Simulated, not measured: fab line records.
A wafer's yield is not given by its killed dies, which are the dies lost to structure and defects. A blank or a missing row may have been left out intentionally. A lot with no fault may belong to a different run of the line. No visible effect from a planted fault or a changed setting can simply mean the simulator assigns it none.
What tool caused it? / flow nand harc / 12 lots with 36 wafers sampled at 5 steps, on a route of 1302 steps

## WHAT EACH GAUGE READ, for each wafer
NHARC_END_SORT_01. Usual: defect limited yield is 91.0 % with standard deviation 2.6, killed at array is 57 with standard deviation 17, killed at other is 0.5 with standard deviation 0.82, killed at periphery is 4.0 with standard deviation 2.8, killed dies is 61 with standard deviation 18, killed open is 2.9 with standard deviation 2, and killed short is 2.3 with standard deviation 1.7.
lot=L445; measured=day 25 03:32; on=prober-02; defect limited yield (%)=89.8 89.2 89.5; killed at array=66 72 69; killed at other=0 0 1; killed at periphery=3 1 1; killed dies=69 73 71; killed open=3 0 1; killed short=3 2 3; flag=
lot=L446; measured=day 25 15:56; on=prober-01; defect limited yield (%)=91.1 87.0 88.9; killed at array=56 84 68; killed at other=1 2 1; killed at periphery=3 2 6; killed dies=60 88 75; killed open=5 3 4; killed short=0 2 3; flag=
lot=L449; measured=day 26 07:36; on=prober-01; defect limited yield (%)=90.7 92.5 92.0; killed at array=59 45 46; killed at other=0 1 0; killed at periphery=4 5 8; killed dies=63 51 54; killed open=4 3 5; killed short=2 2 4; flag=
lot=L450; measured=day 27 16:27; on=prober-01; defect limited yield (%)=95.9 96.2 95.1; killed at array=26 25 30; killed at other=0 0 0; killed at periphery=2 1 3; killed dies=28 26 33; killed open=3 0 1; killed short=1 0 2; flag=
lot=L452; measured=day 27 21:50; on=prober-02; defect limited yield (%)=90.3 87.9 88.6; killed at array=63 78 75; killed at other=2 2 2; killed at periphery=1 2 0; killed dies=66 82 77; killed open=1 6 2; killed short=0 7 3; flag=
lot=L457; measured=day 29 14:08; on=prober-01; defect limited yield (%)=94.7 95.4 96.6; killed at array=26 23 16; killed at other=2 1 0; killed at periphery=8 7 7; killed dies=36 31 23; killed open=2 2 0; killed short=3 3 2; flag=
lot=L456; measured=day 29 14:08; on=prober-02; defect limited yield (%)=86.4 87.7 89.7; killed at array=88 78 68; killed at other=0 2 0; killed at periphery=4 3 2; killed dies=92 83 70; killed open=3 1 3; killed short=4 3 3; flag=
lot=L455; measured=day 30 00:00; on=prober-02; defect limited yield (%)=92.0 92.6 92.6; killed at array=43 44 42; killed at other=0 0 1; killed at periphery=11 6 7; killed dies=54 50 50; killed open=3 0 5; killed short=3 2 1; flag=
lot=L458; measured=day 30 14:56; on=prober-02; defect limited yield (%)=94.8 94.4 92.5; killed at array=31 37 47; killed at other=0 0 0; killed at periphery=4 1 4; killed dies=35 38 51; killed open=5 1 0; killed short=3 0 3; flag=
lot=L461; measured=day 30 21:55; on=prober-02; defect limited yield (%)=87.6 86.0 84.9; killed at array=75 87 98; killed at other=0 0 0; killed at periphery=9 8 4; killed dies=84 95 102; killed open=5 1 0; killed short=1 1 0; flag=
lot=L459; measured=day 30 14:07; on=prober-01; defect limited yield (%)=93.4 92.9 90.5; killed at array=43 45 60; killed at other=0 0 1; killed at periphery=2 3 3; killed dies=45 48 64; killed open=5 2 5; killed short=5 4 4; flag=
lot=L464; measured=day 33 06:10; on=prober-01; defect limited yield (%)=90.7 89.7 90.4; killed at array=60 66 61; killed at other=1 0 3; killed at periphery=2 4 1; killed dies=63 70 65; killed open=1 4 3; killed short=1 1 1; flag=

## TOOL THAT RAN EACH LOT (tool first, then ch and the chambers of the sampled wafers, then the start)
lot=L445; NHARC_THIN_TSV_ETCH_44=rie diel-13 ch 0,2,3, day 24 10:04; NHARC_THIN_TSV_ETCHBACK_48=rie diel-13 ch 0,3, day 24 11:56; NHARC_THIN_TSV_DEGAS_49=pvd sputter-02, day 24 12:34; NHARC_THIN_TSV_PRE_CLEAN_50=pvd sputter-02, day 25 03:32 or earlier
lot=L446; NHARC_THIN_TSV_ETCH_44=rie diel-12 ch 0,3, day 24 19:49; NHARC_THIN_TSV_ETCHBACK_48=rie diel-13 ch 0,3, day 24 21:44; NHARC_THIN_TSV_DEGAS_49=pvd sputter-01, day 24 22:17; NHARC_THIN_TSV_PRE_CLEAN_50=pvd sputter-01, day 25 15:56 or earlier
lot=L449; NHARC_THIN_TSV_ETCH_44=rie diel-13 ch 1,2,3, day 25 17:25; NHARC_THIN_TSV_ETCHBACK_48=rie diel-13 ch 0,2,3, day 25 19:22; NHARC_THIN_TSV_DEGAS_49=pvd sputter-02, day 25 19:53; NHARC_THIN_TSV_PRE_CLEAN_50=pvd sputter-02, day 26 07:36 or earlier
lot=L450; NHARC_THIN_TSV_ETCH_44=rie diel-13 ch 0,1, day 26 23:17; NHARC_THIN_TSV_ETCHBACK_48=rie diel-13 ch 1,2, day 27 01:14; NHARC_THIN_TSV_DEGAS_49=pvd sputter-02, day 27 01:47; NHARC_THIN_TSV_PRE_CLEAN_50=pvd sputter-02, day 27 16:27 or earlier
lot=L452; NHARC_THIN_TSV_ETCH_44=rie diel-13 ch 0,1,3, day 27 02:18; NHARC_THIN_TSV_ETCHBACK_48=rie diel-13 ch 0,2,3, day 27 04:21; NHARC_THIN_TSV_DEGAS_49=pvd sputter-02, day 27 04:52; NHARC_THIN_TSV_PRE_CLEAN_50=pvd sputter-02, day 27 21:50 or earlier
lot=L457; NHARC_THIN_TSV_ETCH_44=rie diel-12 ch 0,1,3, day 28 23:00; NHARC_THIN_TSV_ETCHBACK_48=rie diel-12 ch 0,2,3, day 29 00:59; NHARC_THIN_TSV_DEGAS_49=pvd sputter-02, day 29 01:31; NHARC_THIN_TSV_PRE_CLEAN_50=pvd sputter-02, day 29 14:08 or earlier
lot=L456; NHARC_THIN_TSV_ETCH_44=rie diel-13 ch 0,3, day 29 00:07; NHARC_THIN_TSV_ETCHBACK_48=rie diel-12 ch 1,2,3, day 29 02:07; NHARC_THIN_TSV_DEGAS_49=pvd sputter-01, day 29 02:36; NHARC_THIN_TSV_PRE_CLEAN_50=pvd sputter-01, day 29 14:08 or earlier
lot=L455; NHARC_THIN_TSV_ETCH_44=rie diel-12 ch 0,1,2, day 29 05:28; NHARC_THIN_TSV_ETCHBACK_48=rie diel-12 ch 0,3, day 29 07:17; NHARC_THIN_TSV_DEGAS_49=pvd sputter-02, day 29 07:51; NHARC_THIN_TSV_PRE_CLEAN_50=pvd sputter-02, day 30 00:00 or earlier
lot=L458; NHARC_THIN_TSV_ETCH_44=rie diel-13 ch 0,1,3, day 29 22:17; NHARC_THIN_TSV_ETCHBACK_48=rie diel-12 ch 1,2, day 30 00:10; NHARC_THIN_TSV_DEGAS_49=pvd sputter-01, day 30 00:44; NHARC_THIN_TSV_PRE_CLEAN_50=pvd sputter-01, day 30 14:56 or earlier
lot=L461; NHARC_THIN_TSV_ETCH_44=rie diel-13 ch 0,2,3, day 29 23:14; NHARC_THIN_TSV_ETCHBACK_48=rie diel-12 ch 0,1,3, day 30 01:14; NHARC_THIN_TSV_DEGAS_49=pvd sputter-03, day 30 02:00; NHARC_THIN_TSV_PRE_CLEAN_50=pvd sputter-03, day 30 21:55 or earlier
lot=L459; NHARC_THIN_TSV_ETCH_44=rie diel-04 ch 0,2,3, day 30 00:41; NHARC_THIN_TSV_ETCHBACK_48=rie diel-04 ch 0,1,3, day 30 02:43; NHARC_THIN_TSV_DEGAS_49=pvd sputter-02, day 30 03:15; NHARC_THIN_TSV_PRE_CLEAN_50=pvd sputter-02, day 30 14:07 or earlier
lot=L464; NHARC_THIN_TSV_ETCH_44=rie diel-12 ch 0,2,3, day 32 13:28; NHARC_THIN_TSV_ETCHBACK_48=rie diel-04 ch 0,3, day 32 15:32; NHARC_THIN_TSV_DEGAS_49=pvd sputter-02, day 32 16:02; NHARC_THIN_TSV_PRE_CLEAN_50=pvd sputter-02, day 33 06:10 or earlier
- NHARC_THIN_TSV_ETCH_44: etches the open film in CF4/O2, target depth 1594.2 nm, time 797.1 s.
- NHARC_THIN_TSV_ETCHBACK_48: etches the open film in C4F8/Ar, target depth 1028.5 nm, time 405.17 s.
- NHARC_THIN_TSV_DEGAS_49: time 120 s.
- NHARC_THIN_TSV_PRE_CLEAN_50: time 30 s.

## AS READ BY THE TOOLS THEMSELVES (means over the sampled wafers that have a number; for cases with no such wafer, the mark the record gives instead)
NHARC_THIN_TSV_ETCH_44. Usual: drypump motor current A is 5.6 A with standard deviation 0.54, mfc ar sccm is 0.005 sccm with standard deviation 0.0092, oes product au is 0.995 a.u. with standard deviation 0.0089, rf fwd power W is 299.7 W with standard deviation 0.98, rf vpp V is 794 V with standard deviation 4.4, showerhead plenum p Torr is 1.83 Torr with standard deviation 0.069, and throttle valve pct is 16.914 % with standard deviation 0.0085.
lot=L445; tool=rie diel-13; drypump motor current A (A)=5.6; mfc ar sccm (sccm)=0.001; oes product au (a.u.)=0.988; rf fwd power W (W)=300.3; rf vpp V (V)=791; showerhead plenum p Torr (Torr)=1.80; throttle valve pct (%)=16.918; flag=
lot=L446; tool=rie diel-12; drypump motor current A (A)=5.4; mfc ar sccm (sccm)=0.010; oes product au (a.u.)=0.994; rf fwd power W (W)=299.6; rf vpp V (V)=801; showerhead plenum p Torr (Torr)=1.93; throttle valve pct (%)=16.918; flag=
lot=L449; tool=rie diel-13; drypump motor current A (A)=5.4; mfc ar sccm (sccm)=0.001; oes product au (a.u.)=0.989; rf fwd power W (W)=299.6; rf vpp V (V)=794; showerhead plenum p Torr (Torr)=1.84; throttle valve pct (%)=16.911; flag=
lot=L450; tool=rie diel-13; drypump motor current A (A)=6.0; mfc ar sccm (sccm)=0.000; oes product au (a.u.)=0.989; rf fwd power W (W)=299.7; rf vpp V (V)=796; showerhead plenum p Torr (Torr)=1.86; throttle valve pct (%)=16.909; flag=
lot=L452; tool=rie diel-13; drypump motor current A (A)=5.8; mfc ar sccm (sccm)=0.000; oes product au (a.u.)=1.001; rf fwd power W (W)=300.0; rf vpp V (V)=795; showerhead plenum p Torr (Torr)=1.85; throttle valve pct (%)=16.913; flag=
lot=L457; tool=rie diel-12; drypump motor current A (A)=5.3; mfc ar sccm (sccm)=0.010; oes product au (a.u.)=0.998; rf fwd power W (W)=300.3; rf vpp V (V)=798; showerhead plenum p Torr (Torr)=1.89; throttle valve pct (%)=16.910; flag=
lot=L456; tool=rie diel-13; drypump motor current A (A)=5.7; mfc ar sccm (sccm)=0.000; oes product au (a.u.)=0.985; rf fwd power W (W)=300.3; rf vpp V (V)=796; showerhead plenum p Torr (Torr)=1.84; throttle valve pct (%)=16.906; flag=
lot=L455; tool=rie diel-12; drypump motor current A (A)=5.1; mfc ar sccm (sccm)=0.011; oes product au (a.u.)=1.010; rf fwd power W (W)=300.0; rf vpp V (V)=794; showerhead plenum p Torr (Torr)=1.82; throttle valve pct (%)=16.914; flag=
lot=L458; tool=rie diel-13; drypump motor current A (A)=5.8; mfc ar sccm (sccm)=0.000; oes product au (a.u.)=0.996; rf fwd power W (W)=299.7; rf vpp V (V)=795; showerhead plenum p Torr (Torr)=1.85; throttle valve pct (%)=16.914; flag=
lot=L461; tool=rie diel-13; drypump motor current A (A)=5.6; mfc ar sccm (sccm)=0.001; oes product au (a.u.)=0.986; rf fwd power W (W)=300.8; rf vpp V (V)=792; showerhead plenum p Torr (Torr)=1.79; throttle valve pct (%)=16.907; flag=
lot=L459; tool=rie diel-04; drypump motor current A (A)=6.1; mfc ar sccm (sccm)=0.004; oes product au (a.u.)=0.999; rf fwd power W (W)=298.5; rf vpp V (V)=793; showerhead plenum p Torr (Torr)=1.83; throttle valve pct (%)=16.917; flag=
lot=L464; tool=rie diel-12; drypump motor current A (A)=5.2; mfc ar sccm (sccm)=0.011; oes product au (a.u.)=0.988; rf fwd power W (W)=299.8; rf vpp V (V)=795; showerhead plenum p Torr (Torr)=1.85; throttle valve pct (%)=16.906; flag=

NHARC_THIN_TSV_ETCHBACK_48. Usual: oes product au 0.94 a.u., standard deviation 0.032; rf fwd power W 599.2 W, standard deviation 1.9; rf vpp V 547.1 V, standard deviation 3.
lot=L445; tool=rie diel-13; oes product au (a.u.)=0.92; rf fwd power W (W)=600.0; rf vpp V (V)=547.0; flag=
lot=L446; tool=rie diel-13; oes product au (a.u.)=0.91; rf fwd power W (W)=597.2; rf vpp V (V)=546.2; flag=
lot=L449; tool=rie diel-13; oes product au (a.u.)=0.95; rf fwd power W (W)=599.7; rf vpp V (V)=544.9; flag=
lot=L450; tool=rie diel-13; oes product au (a.u.)=0.93; rf fwd power W (W)=599.4; rf vpp V (V)=547.8; flag=
lot=L452; tool=rie diel-13; oes product au (a.u.)=0.92; rf fwd power W (W)=600.0; rf vpp V (V)=545.6; flag=
lot=L457; tool=rie diel-12; oes product au (a.u.)=0.95; rf fwd power W (W)=598.8; rf vpp V (V)=547.8; flag=
lot=L456; tool=rie diel-12; oes product au (a.u.)=0.92; rf fwd power W (W)=599.6; rf vpp V (V)=547.8; flag=
lot=L455; tool=rie diel-12; oes product au (a.u.)=0.94; rf fwd power W (W)=600.9; rf vpp V (V)=551.1; flag=
lot=L458; tool=rie diel-12; oes product au (a.u.)=1.25; rf fwd power W (W)=839.3; rf vpp V (V)=546.8; flag=OFF
lot=L461; tool=rie diel-12; oes product au (a.u.)=1.14; rf fwd power W (W)=838.5; rf vpp V (V)=549.5; flag=OFF
lot=L459; tool=rie diel-04; oes product au (a.u.)=0.92; rf fwd power W (W)=598.4; rf vpp V (V)=548.0; flag=
lot=L464; tool=rie diel-04; oes product au (a.u.)=1.00; rf fwd power W (W)=598.9; rf vpp V (V)=546.5; flag=

NHARC_THIN_TSV_DEGAS_49. Usual: heater power w at 459 W, with a standard deviation of 35.
lot=L445; tool=pvd sputter-02; heater power w (W)=456; flag=
lot=L446; tool=pvd sputter-01; heater power w (W)=449; flag=
lot=L449; tool=pvd sputter-02; heater power w (W)=457; flag=
lot=L450; tool=pvd sputter-02; heater power w (W)=459; flag=
lot=L452; tool=pvd sputter-02; heater power w (W)=449; flag=
lot=L457; tool=pvd sputter-02; heater power w (W)=455; flag=
lot=L456; tool=pvd sputter-01; heater power w (W)=460; flag=
lot=L455; tool=pvd sputter-02; heater power w (W)=454; flag=
lot=L458; tool=pvd sputter-01; heater power w (W)=460; flag=
lot=L461; tool=pvd sputter-03; heater power w (W)=462; flag=
lot=L459; tool=pvd sputter-02; heater power w (W)=456; flag=
lot=L464; tool=pvd sputter-02; heater power w (W)=462; flag=

NHARC_THIN_TSV_PRE_CLEAN_50. Usual: heater power w at 406 W, with a standard deviation of 30.
lot=L445; tool=pvd sputter-02; heater power w (W)=400; flag=
lot=L446; tool=pvd sputter-01; heater power w (W)=414; flag=
lot=L449; tool=pvd sputter-02; heater power w (W)=387; flag=
lot=L450; tool=pvd sputter-02; heater power w (W)=401; flag=
lot=L452; tool=pvd sputter-02; heater power w (W)=412; flag=
lot=L457; tool=pvd sputter-02; heater power w (W)=398; flag=
lot=L456; tool=pvd sputter-01; heater power w (W)=416; flag=
lot=L455; tool=pvd sputter-02; heater power w (W)=397; flag=
lot=L458; tool=pvd sputter-01; heater power w (W)=402; flag=
lot=L461; tool=pvd sputter-03; heater power w (W)=425; flag=
lot=L459; tool=pvd sputter-02; heater power w (W)=396; flag=
lot=L464; tool=pvd sputter-02; heater power w (W)=410; flag=

## THE ANSWER, worked out from the rows above alone
Rule: a lot counts as off when the mean over its wafers that have a number is more than 3 standard deviations away from the usual mean. A lot without any number at a reading at which 4 lots or more have one is off too. All remaining lots with rows at the step are treated as sound. Order of review: gauges by route order, followed by the tools' own readings, for which a lot's mean as printed above is used. At the first step where some lot is off, the reading lying furthest off is the one used; lots without a number count as furthest.
Off at NHARC_THIN_TSV_ETCHBACK_48 (rf fwd power W): L458, L461.
A tool fits if, at that step or a process step before it, it ran every lot that is off, and no sound lot after the first of them. Undecided on this evidence; 2 tools fit (rie diel-13 at NHARC_THIN_TSV_ETCH_44, rie diel-12 at NHARC_THIN_TSV_ETCHBACK_48).

## WHAT HAD BEEN PUT IN BY THE SIMULATOR
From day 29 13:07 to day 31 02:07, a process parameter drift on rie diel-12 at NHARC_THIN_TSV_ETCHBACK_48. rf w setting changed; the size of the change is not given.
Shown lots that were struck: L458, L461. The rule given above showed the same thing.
